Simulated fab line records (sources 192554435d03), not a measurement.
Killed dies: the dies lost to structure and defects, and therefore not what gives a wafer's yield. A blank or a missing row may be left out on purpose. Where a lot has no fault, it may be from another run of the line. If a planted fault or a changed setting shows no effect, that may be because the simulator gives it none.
fab line records	flow n5-finfet
record: lots: 4	wafers: 12	last-day: 17
route steps=1938 shown BEOL_M0_SAQP@664 BEOL_M0_CUTY@701 BEOL_M4@1111 PASSIVATION@1936
lots with no fault: from the same line, run without faults
start-h: hours from the record's opening day to when the first of the lot's shown wafers began	wait-h: hours since the lot's step before	" identical to the entry in the row above	L1.1+2: a single row standing in for several wafers	- no value, or no start was given	* or withheld: withheld	< > ~ a bound
route shown NAME@n: a module of which the file shows steps, and the number in the route of the first	usual: mean and standard deviation over wafers with no fault	same: alike in all rows	chamber/n: place in a boat	sites: each site's reading	_std_site: their standard deviation	_edge_site: mean of outer sites minus mean of inner sites	radius-mm: for every site, how far away it sits from the centre of the wafer	mask NAME#n: copy n	behind: the most recent tool/chamber to have shaped the wafer	hold: why the lot was held/for how many hours/how that ended	device: names the non-switching transistor (n, p or np)	end of line: the tests these same wafers got at the end of their route	for a step that has no rows: nothing shown but its recipe	killed: count of dies lost to structure and defects at first sort (not the wafer's yield)	map: shows each die of a wafer: x if killed, . if not, _ if none is there
set.NAME: the run value of the setting; set.NAME@STEP: its run value at that earlier step	model.NAME: the simulator's own value behind a step, which no gauge read
lots at selected steps of the route; one table per step, one row per wafer
services: a tool's chamber out of use, with start hour (start-h, from the record's first day; less than 0 if before it), hours out, and reason
== steps ==
step: N5_BEOL_M0_SAQP_SPACER1_ETCHBACK_99
recipe: chemistry: CHF3/O2	mode: anisotropic-etchback	target: SiO2	target-depth-a: 154	time-s: 7.7	pressure-mtorr: 30	source-w: 650	bias-w: 170	Ar_flow_sccm: 200	CHF3_flow_sccm: 50	O2_flow_sccm: 5	ion-energy-ev: 200
step: N5_BEOL_M0_SAQP_MANDREL1_REMOVE_100
recipe: chemistry: HBr/Cl2/O2	bt-time-s: 10	target: a-Si	stop-on: SiNx	endpoint: OES-SiCl	over-etch-frac: 0.85	icp-w: 600	bias-w: 30	HBr_flow_sccm: 150	Cl2_flow_sccm: 80	O2_flow_sccm: 5	pressure-mtorr: 10
step: N5_BEOL_M0_SAQP_ETCH_101
recipe: chemistry: CH3F/O2	target: SiNx	mask-material: SiO2	target-depth-a: 299	time-s: 42.7	pressure-mtorr: 30	source-w: 395	bias-w: 73	Ar_flow_sccm: 150	CH3F_flow_sccm: 30	O2_flow_sccm: 20	ion-energy-ev: 120
step: N5_BEOL_M0_SAQP_ETCH_102
recipe: chemistry: CF4	target: SiO2	target-depth-a: 40	ion-energy-ev: 350	time-s: 4.4	pressure-mtorr: 10	icp-w: 800	bias-w: 400	cf4-flow-sccm: 80
step: N5_BEOL_M0_SAQP_MANDREL_ETCH_103
recipe: chemistry: HBr/Cl2	target: a-Si	target-depth-a: 450	bt-time-s: 10	stop-on: SiCN	mask-material: SiO2	over-etch-frac: 0.8	time-s: 27	pressure-mtorr: 10	icp-w: 800	bias-w: 75	HBr_flow_sccm: 150	Cl2_flow_sccm: 80	ends: end-point
step: N5_BEOL_M0_SAQP_RECESS_104
recipe: chemistry: HF/NH3	target: SiO2	target-depth-a: 180	afs-cycles: 3	temp-c: 30	sublimation-temp-c: 180	sublimation-time-s: 60
step: N5_BEOL_M0_SAQP_COAT_105
recipe: resist: SOC	temp-c: 250	time-s: 60	spin-rpm: 1500	resist-thk-nm: 100
step: N5_BEOL_M0_SAQP_ETCH_106
recipe: chemistry: N2/H2	target: SOC	target-depth-a: 1500	stop-on: SiNx	ion-energy-ev: 100	bias-w: 61	pressure-mtorr: 30	source-w: 850	n2-flow-sccm: 200	h2-flow-sccm: 200
step: N5_BEOL_M0_SAQP_ETCH_107
recipe: chemistry: CH3F/O2	target: SiNx	target-depth-a: 300	mask-material: SOC	pressure-mtorr: 30	source-w: 395	bias-w: 73	Ar_flow_sccm: 150	CH3F_flow_sccm: 30	O2_flow_sccm: 20	ion-energy-ev: 120
step: N5_BEOL_M0_SAQP_STRIP_108
recipe: chemistry: N2/H2	power-w: 500	temp-c: 40	pressure-mtorr: 50	rf-frequency-hz: 6e+07	overash-fraction: 0.3	bias-power-w: 28	h2-frac: 0.5	n2-flow-sccm: 300	h2-flow-sccm: 300
step: N5_BEOL_M0_SAQP_RECESS_109
recipe: chemistry: HF/NH3	target: SiO2	target-depth-a: 30	afs-cycles: 1	temp-c: 30	sublimation-temp-c: 180	sublimation-time-s: 60
step: N5_BEOL_M0_SAQP_SPACER2_ALD_26
recipe: material: SiO2	target-thk-a: 150	temp-c: 300	ald-precursor-family: BDEAS	ald-co-reactant: O2-plasma	pulse-time-s: 1	purge-time-s: 2	co-reactant-purge-time-s: 2	pressure-torr: 2
usual: heater-power-w: 454/43	precursor-pulse-height-rel: 1.002/0.019
lot.wafer	tool	chamber	start-h	wait-h	heater-power-w	precursor-pulse-height-rel	model.SiO2_of_BEOL_M0_SAQP_SPACER2_ALD_26.thk-nm
L428.1	ald-sin-02	3	124.48	0.1	478	0.977	15
L428.3	"	1	"	"	394	0.985	15
L428.6	"	2	"	"	478	0.994	15
L436.2	ald-sin-02	3	172.53	0.4	473	1.029	20.4
L436.5	"	1	"	"	391	0.971	20.4
L436.6	"	0	"	"	408	1.022	15
L437.1	ald-sin-02	2	187.66	0.3	488	1.010	15
L437.2	"	1	"	"	403	0.972	20.4
L437.5	"	1	"	"	401	0.990	20.2
L445.2	ald-sin-04	3	222.79	0.1	505	1.011	15
L445.4	"	2	"	"	506	0.973	15
L445.5	"	3	"	"	489	1.001	15
step: N5_BEOL_M0_SAQP_SPACER2_ETCHBACK_27
recipe: chemistry: CHF3/O2	mode: anisotropic-etchback	target: SiO2	target-depth-a: 225	time-s: 11.25	pressure-mtorr: 30	source-w: 650	bias-w: 170	Ar_flow_sccm: 200	CHF3_flow_sccm: 50	O2_flow_sccm: 5	ion-energy-ev: 200
step: N5_BEOL_M0_SAQP_MANDREL2_REMOVE_110
recipe: chemistry: HBr/Cl2/O2	bt-time-s: 10	target: a-Si	stop-on: SiCN	endpoint: OES-SiCl	over-etch-frac: 1	icp-w: 600	bias-w: 30	HBr_flow_sccm: 150	Cl2_flow_sccm: 80	O2_flow_sccm: 5	pressure-mtorr: 10
usual: O2_flow_sccm: 5.001/0.014	drypump-motor-current-A: 5.7/0.43	oes-product-au: 1.009/0.017	throttle-valve-pct: 36.90/0.19
same: bt-time-s: 10	over-etch-frac: 1
lot.wafer	tool	chamber	start-h	wait-h	O2_flow_sccm	drypump-motor-current-A	oes-product-au	rf-hours-counter-h	throttle-valve-pct	model.BEOL_M0_SAQP.cd-nm	model.SiO2_of_BEOL_M0_SAQP_SPACER2_ALD_26.thk-nm
L428.1	rie-si-05	3	125.12	0.1	4.992	5.3	1.021	105	36.92	14.8	10.6
L428.3	"	1	"	"	5.000	6.6	0.996	70	36.77	15	10.6
L428.6	"	3	"	"	4.997	5.3	1.022	-	36.91	15	10.6
L436.2	rie-si-05	1	173.17	0.1	5.007	6.6	1.006	70	36.77	20.4	16
L436.5	"	0	"	"	5.018	5.7	0.993	-	36.99	20.2	16
L436.6	"	1	"	"	5.004	6.6	1.007	-	36.77	15	10.6
L437.1	rie-si-02	3	188.30	0.1	5.014	5.5	1.028	2	36.93	15	10.6
L437.2	"	1	"	"	5.017	5.3	0.984	9	36.89	20.4	16
L437.5	"	2	"	"	4.988	5.8	1.030	-	36.50	20.2	15.8
L445.2	rie-si-02	3	223.43	0.1	4.980	5.5	1.018	3	36.92	15	10.6
L445.4	"	1	"	"	4.962	5.3	0.978	10	36.89	15	10.6
L445.5	"	2	"	"	4.996	5.8	1.024	-	36.50	15	10.6
step: N5_BEOL_M0_SAQP_CD_MEAS_29
recipe: target-cd-nm: 14.4	landing-energy-ev: 1000	detector: se-inlens
usual: cd-nm: 15.02/0.23
lot.wafer	tool	chamber	start-h	wait-h	cd-nm
L428.1	cd-sem-02	0	125.23	0.1	15.08
L428.3	"	0	"	"	14.91
L428.6	"	0	"	"	14.39
L436.2	cd-sem-03	0	173.28	0.1	20.09
L436.5	"	0	"	"	20.10
L436.6	"	0	"	"	15.15
L437.1	cd-sem-03	0	188.41	0.1	15.06
L437.2	"	0	"	"	20.69
L437.5	"	0	"	"	20.19
L445.2	cd-sem-01	0	223.54	0.1	15.10
L445.4	"	0	"	"	15.16
L445.5	"	0	"	"	15.35
step: N5_BEOL_M0_SAQP_COAT_69
recipe: resist: SOC	temp-c: 250	time-s: 60	spin-rpm: 1500	resist-thk-nm: 90
step: N5_BEOL_M0_SAQP_COAT_72
recipe: resist: SiARC	temp-c: 220	time-s: 60	spin-rpm: 1500	resist-thk-nm: 15
step: N5_BEOL_M0_SAQP_COAT_87
recipe: resist: underlayer	temp-c: 205	time-s: 60	spin-rpm: 1500	resist-thk-nm: 5
step: N5_BEOL_M0_SAQP_COAT_34
recipe: resist: CAR-EUV	spin-rpm: 1500	resist-thk-nm: 30
step: N5_BEOL_M0_SAQP_EBR_36
recipe: solvent: PGMEA	ebr-width-mm: 1.5
step: N5_BEOL_M0_SAQP_SOFTBAKE_35
recipe: temp-c: 110	time-s: 60	resist: CAR-EUV
step: N5_BEOL_M0_SAQP_EXPOSE_37
recipe: mask-id: M0_CUT1	na: 0.33	source-shape: annular	sigma-inner: 0.35	sigma-outer: 0.8	polarization: unpolarized	target-cd-nm: 30	dose-mj: 44.75
step: N5_BEOL_M0_SAQP_PEB_38
recipe: peb-temp-c: 100	peb-time-s: 60	resist: CAR-EUV
step: N5_BEOL_M0_SAQP_DEVELOP_39
recipe: develop-time-s: 30	developer: TMAH	resist: CAR-EUV	rinse-liquid: surfactant-rinse	dry: air-spin	dev-temp-c: 23
step: N5_BEOL_M0_SAQP_DESCUM_45
recipe: chemistry: O2	time-s: 7	source-power-w: 50	bias-power-w: 20	pressure-mtorr: 20	rf-frequency-hz: 2.712e+07	temp-c: 40	resist: CAR-EUV	o2-flow-sccm: 225
step: N5_BEOL_M0_SAQP_ETCH_88
recipe: chemistry: N2/H2	target: underlayer	target-depth-a: 65	time-s: 5.2	ion-energy-ev: 200	mask-material: CAR-EUV	pressure-mtorr: 30	source-w: 840	bias-w: 150	n2-flow-sccm: 200	h2-flow-sccm: 200	ends: cleared
step: N5_BEOL_M0_SAQP_ETCH_73
recipe: chemistry: CF4	target: SiARC	target-depth-a: 195	mask-material: CAR-EUV	time-s: 32.5	ion-energy-ev: 80	pressure-mtorr: 40	source-w: 545	bias-w: 36	Ar_flow_sccm: 100	cf4-flow-sccm: 100	ends: cleared
step: N5_BEOL_M0_SAQP_CUT_ETCH_46
recipe: chemistry: N2/H2	target: SOC	target-depth-a: 1350	overetch-a: 270	temp-c: 40	time-s: 202.5	ion-energy-ev: 200	mask-material: SiARC	pressure-mtorr: 30	source-w: 840	bias-w: 150	n2-flow-sccm: 200	h2-flow-sccm: 200
step: N5_BEOL_M0_SAQP_STRIP_74
recipe: chemistry: N2/H2	temp-c: 40	n2-flow-sccm: 200	h2-flow-sccm: 200	rf-frequency-hz: 6e+07
step: N5_BEOL_M0_SAQP_STRIP_89
recipe: chemistry: N2/H2	temp-c: 40	n2-flow-sccm: 200	h2-flow-sccm: 200	rf-frequency-hz: 6e+07
step: N5_BEOL_M0_SAQP_ALD_48
recipe: material: SiO2	target-thk-a: 200	temp-c: 100	ald-precursor-family: BDEAS	ald-co-reactant: O2-plasma	pulse-time-s: 1	co-reactant-pulse-time-s: 1	purge-time-s: 2	co-reactant-purge-time-s: 2	ald-cycles: 139	pressure-torr: 2
step: N5_BEOL_M0_SAQP_ETCH_49
recipe: chemistry: CF4/O2	target-depth-a: 370	target: SiO2	pressure-mtorr: 40	source-w: 535	bias-w: 49	Ar_flow_sccm: 100	cf4-flow-sccm: 100	O2_flow_sccm: 10	ion-energy-ev: 100
step: N5_BEOL_M0_SAQP_STRIP_75
recipe: chemistry: CF4	resist: SiARC	power-w: 300	bias-power-w: 75	pressure-mtorr: 50	cf4-flow-sccm: 150	rf-frequency-hz: 6e+07
step: N5_BEOL_M0_CUTY_COAT_50
recipe: resist: SiARC	temp-c: 220	time-s: 60	spin-rpm: 1500	resist-thk-nm: 15
step: N5_BEOL_M0_CUTY_COAT_51
recipe: resist: CAR-ArF-block	spin-rpm: 1500	resist-thk-nm: 150
step: N5_BEOL_M0_CUTY_EBR_52
recipe: solvent: PGMEA	ebr-width-mm: 1.5
step: N5_BEOL_M0_CUTY_SOFTBAKE_53
recipe: temp-c: 110	time-s: 60	resist: CAR-ArF-block
step: N5_BEOL_M0_CUTY_EXPOSE_54
recipe: mask-id: M0_ABLK	na: 1.35	source-shape: conventional	sigma-outer: 0.8	polarization: unpolarized	dose-mj: 36
step: N5_BEOL_M4_RC_MEAS_101
usual: DIBL_N: 36.1/1.3	DIBL_P: 36.1/1.7	IOFF_N: 0.154/0.022	IOFF_P: 0.201/0.024	ION_N: 675/8.9	ION_P: 462/5.9	SS_N: 71.5/0.49	SS_P: 73.3/0.58	VT_N: 250.0/2.7	VT_P: -251.3/2.7
lot.wafer	tool	chamber	start-h	wait-h	DIBL_N[mV/V]	DIBL_P[mV/V]	IOFF_N[nA/um]	IOFF_P[nA/um]	ION_N[uA/um]	ION_P[uA/um]	SS_N[mV/dec]	SS_P[mV/dec]	VT_N[mV]	VT_P[mV]
L428.1	prober-01	0	170.42	0.0	36.1	36.9	0.149	0.171	676	454	72.0	73.6	247.8	-256.8
L428.3	"	0	"	"	37.2	37.3	0.167	0.182	674	451	72.5	73.9	250.6	-255.5
L428.6	"	0	"	"	37.5	37.9	0.170	0.193	677	451	71.6	74.0	251.1	-255.5
L436.6	prober-01	0	235.24	0.8	35.6	35.0	0.123	0.180	657	456	71.6	72.9	253.1	-252.1
L437.1	prober-02	0	259.55	0.0	35.9	36.1	0.152	0.199	681	461	71.5	73.4	251.1	-251.5
L445.2	prober-01	0	289.66	0.2	35.2	35.1	0.146	0.190	680	466	71.9	72.8	250.5	-249.6
L445.4	"	0	"	"	36.0	36.3	0.148	0.196	670	463	72.3	72.7	251.4	-250.8
L445.5	"	0	"	"	33.6	32.6	0.116	0.158	660	457	71.6	71.7	255.8	-252.9
step: N5_PASSIVATION_PROBE_49
usual: defect-limited-yield: 90.9/1.3	killed_at_M0_to_M3: 35/10	killed_at_M4_up: 15/5.7	killed-at-contacts: 14/6.4	killed-at-front-end: 40/11	killed-at-other: 4/3.1	killed-dies: 108/16	killed-on-rim: 14/3.6	killed-open: 71/11	killed-short: 34/7.7	sort_bin_5_function: 5.4/0.9	sort_bin_6_memory: 3.4/0.61	sort-n-pass: 1072/16	sort-yield-pct: 90.9/1.3
same: gross-dies: 1180	killed-at-back-side: 0	sort_bin_4_leakage[%]: 0	sort_bin_8_speed[%]: 0
lot.wafer	tool	chamber	start-h	wait-h	defect-limited-yield[%]	killed_at_M0_to_M3	killed_at_M4_up	killed-at-contacts	killed-at-front-end	killed-at-other	killed-dies	killed-on-rim	killed-open	killed-short	sort_bin_5_function[%]	sort_bin_6_memory[%]	sort-n-pass	sort-yield-pct[%]
L428.1	prober-01	-	272.91	0.0	91.3	46	15	15	25	2	103	6	63	37	4.5	3.8	1077	91.3
L428.3	prober-01	-	273.01	0.1	90.6	42	10	26	31	2	111	13	84	25	5.4	3.6	1069	90.6
L428.6	prober-01	-	273.16	0.3	90.6	50	14	7	39	1	111	16	85	26	5.8	3.5	1069	90.6
L436.2	prober-02	-	354.93	0.1	0	1096	8	9	61	6	1180	152	77	46	96.4	3.4	0	0
L436.5	prober-02	-	355.08	0.2	0	1108	10	8	51	3	1180	152	68	36	95.9	3.6	0	0
L436.6	prober-02	-	355.13	0.3	91.6	29	4	8	52	6	99	17	60	36	4.9	3.0	1081	91.6
L437.1	prober-02	-	370.53	0.0	88.6	26	16	19	66	7	134	16	92	41	6.5	4.5	1046	88.6
L437.2	prober-02	-	370.58	0.1	0	1106	14	14	42	4	1180	152	78	33	96.3	3.6	0	0
L437.5	prober-02	-	370.73	0.2	0	1121	9	7	38	5	1180	152	62	24	95.8	3.9	0	0
L445.2	prober-01	-	400.13	0.1	90.6	38	20	6	47	0	111	12	78	31	5.2	3.8	1069	90.6
L445.4	prober-01	-	400.23	0.2	86.7	51	34	18	50	4	157	13	103	53	7.6	5.2	1023	86.7
L445.5	prober-01	-	400.28	0.2	89.7	43	21	13	41	4	122	10	82	38	5.8	4.1	1058	89.7
killed by level:class
L428.1 BEOL_M3:geometric-particle:open=15 MOL_CONTACT_COAG:geometric-particle:open=13 BEOL_M0_SAQP:geometric-particle:short=8 BEOL_M3:geometric-particle:short=8 FIN_SAQP:geometric-particle:open=5 BEOL_M4:geometric-particle:open=5 GATE_CUT:geometric-particle:open=4 BEOL_M2:geometric-particle:short=4
L428.3 BEOL_M3:geometric-particle:open=24 MOL_CONTACT_COAG:geometric-particle:open=22 STI_FIN_REVEAL:geometric-particle:open=8 BEOL_M2:geometric-particle:open=6 FIN_SAQP:geometric-particle:open=4 MOL_CONTACT_COAG:geometric-particle:short=4 DUMMY_GATE:geometric-particle:open=4 BEOL_M3:geometric-particle:short=4
L428.6 BEOL_M3:geometric-particle:open=16 DUMMY_GATE:geometric-particle:open=12 BEOL_M1:geometric-particle:open=9 BEOL_M2:geometric-particle:open=8 BEOL_M7:geometric-particle:open=8 MOL_CONTACT_COAG:geometric-particle:open=6 BEOL_M0_SAQP:geometric-particle:open=5 DUMMY_GATE:geometric-particle:short=4
L436.2 BEOL_M0_SAQP:area-ald=1056 FIN_SAQP:geometric-particle:open=13 FIN_SAQP:geometric-particle:short=10 BEOL_M0_SAQP:geometric-particle:short=10 BEOL_M3:geometric-particle:open=10 STI_FIN_REVEAL:geometric-particle:open=9 MOL_CONTACT_COAG:geometric-particle:open=9 BEOL_M2:geometric-particle:open=7
L436.5 BEOL_M0_SAQP:area-ald=1076 FIN_SAQP:geometric-particle:short=12 FIN_SAQP:geometric-particle:open=10 GATE_CUT:geometric-particle:open=9 MOL_CONTACT_COAG:geometric-particle:open=8 BEOL_M2:geometric-particle:open=6 STI_FIN_REVEAL:geometric-particle:open=5 BEOL_M0_SAQP:geometric-particle:short=5
L436.6 FIN_SAQP:geometric-particle:short=16 FIN_SAQP:geometric-particle:open=9 MOL_CONTACT_COAG:geometric-particle:open=8 BEOL_M2:geometric-particle:open=7 BEOL_M3:geometric-particle:open=7 STARTING-WAFER:geometric-particle:short=5 STI_FIN_REVEAL:geometric-particle:open=4 GATE_CUT:geometric-particle:open=4
L437.1 FIN_SAQP:geometric-particle:open=21 MOL_CONTACT_COAG:geometric-particle:open=14 STI_FIN_REVEAL:geometric-particle:open=13 FIN_SAQP:geometric-particle:short=9 BEOL_M4:geometric-particle:open=8 BEOL_M3:geometric-particle:short=7 MOL_CONTACT_COAG:geometric-particle:short=5 BEOL_M0_SAQP:geometric-particle:short=5
L437.2 BEOL_M0_SAQP:area-ald=1069 MOL_CONTACT_COAG:geometric-particle:open=12 FIN_SAQP:geometric-particle:open=10 STI_FIN_REVEAL:geometric-particle:open=10 BEOL_M0_SAQP:geometric-particle:open=9 BEOL_M0_SAQP:geometric-particle:short=8 FIN_SAQP:geometric-particle:short=7 BEOL_M4:geometric-particle:open=7
L437.5 BEOL_M0_SAQP:area-ald=1091 STI_FIN_REVEAL:geometric-particle:open=14 BEOL_M3:geometric-particle:open=10 FIN_SAQP:geometric-particle:short=7 MOL_CONTACT_COAG:geometric-particle:open=7 BEOL_M2:geometric-particle:open=4 STARTING-WAFER:geometric-particle:open=4 FIN_SAQP:geometric-particle:open=3
L445.2 FIN_SAQP:geometric-particle:open=15 BEOL_M4:geometric-particle:open=12 BEOL_M3:geometric-particle:open=11 DUMMY_GATE:geometric-particle:open=7 STI_FIN_REVEAL:geometric-particle:open=6 BEOL_M0_SAQP:geometric-particle:open=6 BEOL_M0_SAQP:geometric-particle:short=5 BEOL_M2:geometric-particle:short=5
L445.4 BEOL_M4:geometric-particle:open=21 MOL_CONTACT_COAG:geometric-particle:open=13 BEOL_M3:geometric-particle:open=12 BEOL_M0_SAQP:geometric-particle:short=10 DUMMY_GATE:geometric-particle:open=8 FIN_SAQP:geometric-particle:short=7 BEOL_M1:geometric-particle:open=7 BEOL_M0_SAQP:geometric-particle:open=6
L445.5 FIN_SAQP:geometric-particle:open=11 STI_FIN_REVEAL:geometric-particle:open=11 MOL_CONTACT_COAG:geometric-particle:open=11 BEOL_M0_SAQP:geometric-particle:short=10 BEOL_M4:geometric-particle:open=10 BEOL_M0_SAQP:geometric-particle:open=8 BEOL_M1:geometric-particle:open=6 BEOL_M2:geometric-particle:open=5
map L436.2 (x killed, . not)
_________________xxxxxxxxxxxx________________
______________xxxxxxxxxxxxxxxxxx_____________
___________xxxxxxxxxxxxxxxxxxxxxxxx__________
__________xxxxxxxxxxxxxxxxxxxxxxxxxx_________
________xxxxxxxxxxxxxxxxxxxxxxxxxxxxxx_______
_______xxxxxxxxxxxxxxxxxxxxxxxxxxxxxxxx______
______xxxxxxxxxxxxxxxxxxxxxxxxxxxxxxxxxx_____
_____xxxxxxxxxxxxxxxxxxxxxxxxxxxxxxxxxxxx____
____xxxxxxxxxxxxxxxxxxxxxxxxxxxxxxxxxxxxxx___
___xxxxxxxxxxxxxxxxxxxxxxxxxxxxxxxxxxxxxxxx__
___xxxxxxxxxxxxxxxxxxxxxxxxxxxxxxxxxxxxxxxx__
__xxxxxxxxxxxxxxxxxxxxxxxxxxxxxxxxxxxxxxxxxx_
__xxxxxxxxxxxxxxxxxxxxxxxxxxxxxxxxxxxxxxxxxx_
_xxxxxxxxxxxxxxxxxxxxxxxxxxxxxxxxxxxxxxxxxxxx
_xxxxxxxxxxxxxxxxxxxxxxxxxxxxxxxxxxxxxxxxxxxx
_xxxxxxxxxxxxxxxxxxxxxxxxxxxxxxxxxxxxxxxxxxxx
_xxxxxxxxxxxxxxxxxxxxxxxxxxxxxxxxxxxxxxxxxxxx
_xxxxxxxxxxxxxxxxxxxxxxxxxxxxxxxxxxxxxxxxxxxx
_xxxxxxxxxxxxxxxxxxxxxxxxxxxxxxxxxxxxxxxxxxxx
_xxxxxxxxxxxxxxxxxxxxxxxxxxxxxxxxxxxxxxxxxxxx
_xxxxxxxxxxxxxxxxxxxxxxxxxxxxxxxxxxxxxxxxxxxx
__xxxxxxxxxxxxxxxxxxxxxxxxxxxxxxxxxxxxxxxxxx_
__xxxxxxxxxxxxxxxxxxxxxxxxxxxxxxxxxxxxxxxxxx_
___xxxxxxxxxxxxxxxxxxxxxxxxxxxxxxxxxxxxxxxx__
___xxxxxxxxxxxxxxxxxxxxxxxxxxxxxxxxxxxxxxxx__
____xxxxxxxxxxxxxxxxxxxxxxxxxxxxxxxxxxxxxx___
_____xxxxxxxxxxxxxxxxxxxxxxxxxxxxxxxxxxxx____
______xxxxxxxxxxxxxxxxxxxxxxxxxxxxxxxxxx_____
_______xxxxxxxxxxxxxxxxxxxxxxxxxxxxxxxx______
________xxxxxxxxxxxxxxxxxxxxxxxxxxxxxx_______
__________xxxxxxxxxxxxxxxxxxxxxxxxxx_________
___________xxxxxxxxxxxxxxxxxxxxxxxx__________
______________xxxxxxxxxxxxxxxxxx_____________
_________________xxxxxxxxxxxx________________
map L437.2 (x killed, . not)
_________________xxxxxxxxxxxx________________
______________xxxxxxxxxxxxxxxxxx_____________
___________xxxxxxxxxxxxxxxxxxxxxxxx__________
__________xxxxxxxxxxxxxxxxxxxxxxxxxx_________
________xxxxxxxxxxxxxxxxxxxxxxxxxxxxxx_______
_______xxxxxxxxxxxxxxxxxxxxxxxxxxxxxxxx______
______xxxxxxxxxxxxxxxxxxxxxxxxxxxxxxxxxx_____
_____xxxxxxxxxxxxxxxxxxxxxxxxxxxxxxxxxxxx____
____xxxxxxxxxxxxxxxxxxxxxxxxxxxxxxxxxxxxxx___
___xxxxxxxxxxxxxxxxxxxxxxxxxxxxxxxxxxxxxxxx__
___xxxxxxxxxxxxxxxxxxxxxxxxxxxxxxxxxxxxxxxx__
__xxxxxxxxxxxxxxxxxxxxxxxxxxxxxxxxxxxxxxxxxx_
__xxxxxxxxxxxxxxxxxxxxxxxxxxxxxxxxxxxxxxxxxx_
_xxxxxxxxxxxxxxxxxxxxxxxxxxxxxxxxxxxxxxxxxxxx
_xxxxxxxxxxxxxxxxxxxxxxxxxxxxxxxxxxxxxxxxxxxx
_xxxxxxxxxxxxxxxxxxxxxxxxxxxxxxxxxxxxxxxxxxxx
_xxxxxxxxxxxxxxxxxxxxxxxxxxxxxxxxxxxxxxxxxxxx
_xxxxxxxxxxxxxxxxxxxxxxxxxxxxxxxxxxxxxxxxxxxx
_xxxxxxxxxxxxxxxxxxxxxxxxxxxxxxxxxxxxxxxxxxxx
_xxxxxxxxxxxxxxxxxxxxxxxxxxxxxxxxxxxxxxxxxxxx
_xxxxxxxxxxxxxxxxxxxxxxxxxxxxxxxxxxxxxxxxxxxx
__xxxxxxxxxxxxxxxxxxxxxxxxxxxxxxxxxxxxxxxxxx_
__xxxxxxxxxxxxxxxxxxxxxxxxxxxxxxxxxxxxxxxxxx_
___xxxxxxxxxxxxxxxxxxxxxxxxxxxxxxxxxxxxxxxx__
___xxxxxxxxxxxxxxxxxxxxxxxxxxxxxxxxxxxxxxxx__
____xxxxxxxxxxxxxxxxxxxxxxxxxxxxxxxxxxxxxx___
_____xxxxxxxxxxxxxxxxxxxxxxxxxxxxxxxxxxxx____
______xxxxxxxxxxxxxxxxxxxxxxxxxxxxxxxxxx_____
_______xxxxxxxxxxxxxxxxxxxxxxxxxxxxxxxx______
________xxxxxxxxxxxxxxxxxxxxxxxxxxxxxx_______
__________xxxxxxxxxxxxxxxxxxxxxxxxxx_________
___________xxxxxxxxxxxxxxxxxxxxxxxx__________
______________xxxxxxxxxxxxxxxxxx_____________
_________________xxxxxxxxxxxx________________
== services ==
tool	chamber	start-h	hours	kind
rie-si-05	2	114.82	13.6	repair
rie-si-05	0	132.67	14.3	repair
ald-sin-02	0	138.60	3.0	repair
rie-si-05	1	141.10	22.8	repair
rie-si-02	2	152.67	12.2	repair
ald-sin-04	2	175.65	14.9	repair
ald-sin-04	-	192.17	0.7	repair
rie-si-05	-	198.97	4.0	pm
== key ==
first-sign: step: N5_BEOL_M0_SAQP_CD_MEAS_29	reading: cd-nm	direction: up	sigmas: 23	usual: 15.02	struck: 20.27
effect: step: N5_PASSIVATION_PROBE_49	reading: killed_at_M0_to_M3	direction: up	sigmas: 99+	usual: 35	struck: 1108
model-effect: step: N5_BEOL_M0_SAQP_SPACER2_ALD_26	value: SiO2_of_BEOL_M0_SAQP_SPACER2_ALD_26.thk-nm	without: 14.95	struck: 20.35
model-effect: step: N5_BEOL_M0_SAQP_MANDREL2_REMOVE_110	value: BEOL_M0_SAQP.cd-nm	without: 14.9	struck: 20.3
more-kills-born-at: N5_BEOL_M0_SAQP_SPACER2_ALD_26@ald-sin-02: 4292
met-at N5_BEOL_M0_SAQP_SPACER2_ALD_26
struck-wafers L436.2,L436.5,L437.2,L437.5
later-rows-left-out L436.2,L436.5,L437.2,L437.5
onset-between 124.48 172.53
fault: kind: process-parameter-drift	tool: ald-sin-02	chamber: -	onset-h: 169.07	steps: N5_BEOL_M0_SAQP_SPACER2_ALD_26	channel: target-thk-a	offset: *	shape: step	end-h: 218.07	scope: struck-wafers-only	acts-in: *	stated: *
later-rows-left-out: the simulator's readings of these wafers behind a module that went badly wrong aren't trusted and aren't shown, but for the sort
